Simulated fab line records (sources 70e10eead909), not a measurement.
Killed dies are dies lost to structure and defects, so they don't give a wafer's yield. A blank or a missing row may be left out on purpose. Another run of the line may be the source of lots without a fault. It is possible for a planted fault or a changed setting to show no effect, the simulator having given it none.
Chamber matching	flow nandHarc	4 sister chambers for NHARC_A_BLC_ETCH_16 on rieDiel-04
The step etches the open film in CF4, target depth 39 nm, time 65 s. 16 wafers are shown with their chamber, then 8 later ones without.

== EACH WAFER AND ITS CHAMBER ==
wafer	chamber	showerheadPlenumPTorr (Torr)	drypumpMotorCurrentA (A)	rfVppV (V)
L117.2	0	1.86	5.9	151.1
L117.3	2	1.66	5.7	151.2
L117.5	3	1.66	6.4	149.1
L119.2	2	1.66	5.7	150.1
L119.3	3	1.66	6.4	149.1
L119.5	3	1.66	6.3	151.5
L122.2	0	1.86	5.9	152.0
L122.5	2	1.66	5.7	150.6
L122.6	3	1.66	6.3	150.1
L121.3	2	1.65	5.7	147.9
L121.4	0	1.86	5.9	152.9
L121.5	2	1.65	5.7	151.8
L125.1	0	1.86	5.9	153.0
L125.2	3	1.66	6.4	148.4
L125.3	1	1.72	5.1	150.7
L131.1	3	1.66	6.3	149.8

SIGNATURES (averages over the wafers above)
reading	chamber 0	chamber 1	chamber 2	chamber 3	scatter within a chamber
showerheadPlenumPTorr	1.8600	1.7200	1.6560	1.6600	0.00316
drypumpMotorCurrentA	5.900	5.100	5.700	6.350	0.0354
rfVppV	152.250	150.700	150.320	149.667	1.19
Rule: for each reading, subtract the chamber's mean from the wafer's reading, divide by that reading's scatter and square the result; add these up over the readings and take the root, which gives the wafer's distance from the chamber. The wafer belongs to the nearest chamber; if the next one is less than 2 further off, it can't be placed. How the scatter is found: for the shown wafers, subtract from each reading the mean of its chamber, square and add these, divide the total by (wafers less chambers), then take the root.

== WAFERS WHOSE CHAMBER IS MISSING ==
wafer	showerheadPlenumPTorr (Torr)	drypumpMotorCurrentA (A)	rfVppV (V)
L131.2	1.86	5.9	153.6
L131.6	1.66	6.4	149.6
L137.1	1.65	6.3	149.8
L137.2	1.65	5.7	150.8
L137.4	1.72	5.1	150.4
L139.2	1.72	5.1	150.6
L139.5	1.86	5.9	151.6
L139.6	1.65	6.4	151.0

== EACH ONE'S CHAMBER ==
wafer	from the rows above	in truth
L131.2	0	0
L131.6	3	3
L137.1	3	3
L137.2	2	2
L137.4	1	1
L139.2	1	1
L139.5	0	0
L139.6	3	3
Correctly placed: 8 of 8. From these rows, 0 cannot be placed. Placed wrongly: 0.
